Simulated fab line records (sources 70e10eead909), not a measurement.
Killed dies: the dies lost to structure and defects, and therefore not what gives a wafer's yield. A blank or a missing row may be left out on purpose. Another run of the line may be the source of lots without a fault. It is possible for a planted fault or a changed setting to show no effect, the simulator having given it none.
Code-filled problem report in 8D (eight disciplines) form | flow nand harc | the parts of the form that need people (team, actions taken, sign-off) are left out

1. WHAT WENT WRONG
At NHARC_A_CHANNEL_FILL_D2_ETCHBACK_08, run length s averages 148.8 s over 2 wafers from 2 lots, while fault-free wafers read 131.4 s, standard deviation 0.4. Measured from the usual mean, that is +43 standard deviations.
The step: etches the open film in C4F8, target depth 220 nm, time 110 s.
The first sign was on wafer L853.1 at day 20 02:46, on rie diel-11. The record holds 37 wafers of 13 lots with a number at this step. By rule, "out" or "out of limits" means more than 4 standard deviations away from the usual mean. All remaining wafers that have a number are taken as sound.

2. WHAT IT IS; WHAT IT IS NOT
question                    | is                | is not
which readings at this step | run length s      | oes product au, rf vpp V
which lots                  | L853, L854        | L844, L847, L848, L849, L855, L857, L860, L861, L862, L863, L865
which wafers of those lots  | L853.1, L854.1    | L853.5, L854.6
read on which tools         | rie diel-11       | rie diel-05, rie diel-12
when                        | from day 20 02:46 | up to then (16 sound wafers); but 19 sound wafers of L854, L857, L860, L861, L862, L863, L865 came after

3. THE SUSPECTS, EACH WITH WHAT RULES IT OUT
Counting: if a tool at a process step up to the reading ran every lot that is out, it stays a suspect. Sound lots after the first of them don't rule it out here, since some wafers of a struck lot are sound.
- rie diel-11 at NHARC_A_CHANNEL_FILL_D2_ETCHBACK_08 (etches the open film in C4F8, target depth 220 nm, time 110 s): kept. Ran every lot that is out, first one L853 (day 20 02:46); last sound lot up to then L849 (day 18 09:23). Out on those wafers are its own readings of run length s.
Left after counting: rie diel-11 at NHARC_A_CHANNEL_FILL_D2_ETCHBACK_08.

4. THE CAUSE (what the simulator had put in)
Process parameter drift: rie diel-11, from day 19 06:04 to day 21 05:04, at NHARC_A_CHANNEL_FILL_D2_ETCHBACK_08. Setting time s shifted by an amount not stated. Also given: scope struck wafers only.
The count eliminated every tool but this one.

5. THE EFFECT CHAIN, in route order
Each row: a reading where the mean over the struck wafers with a number is more than 3 standard deviations away from the usual. Scope: only readings with a usual standard deviation given in the record; hours: median across lots of the time from each lot's start at the first step in this table that gives one to its start at this step; sigmas: change in usual standard deviations.
hours | step                                | reading      | usual   | on struck wafers | change | sigmas
0     | NHARC_A_CHANNEL_FILL_D2_ETCHBACK_08 | run length s | 131.4 s | 148.8            | +17.4  | +43
Its process steps:
- NHARC_A_CHANNEL_FILL_D2_ETCHBACK_08: etches the open film in C4F8, target depth 220 nm, time 110 s.
At these later measuring or inspecting steps, every struck wafer for which the step has a row has a number for every such reading, and none has moved that far: NHARC_END_SORT_01.

6. HOW IT WOULD HAVE BEEN CAUGHT EARLIER
In this record the first reading out of limits was taken at day 20 02:46, 21 hours after the fault began at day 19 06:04.
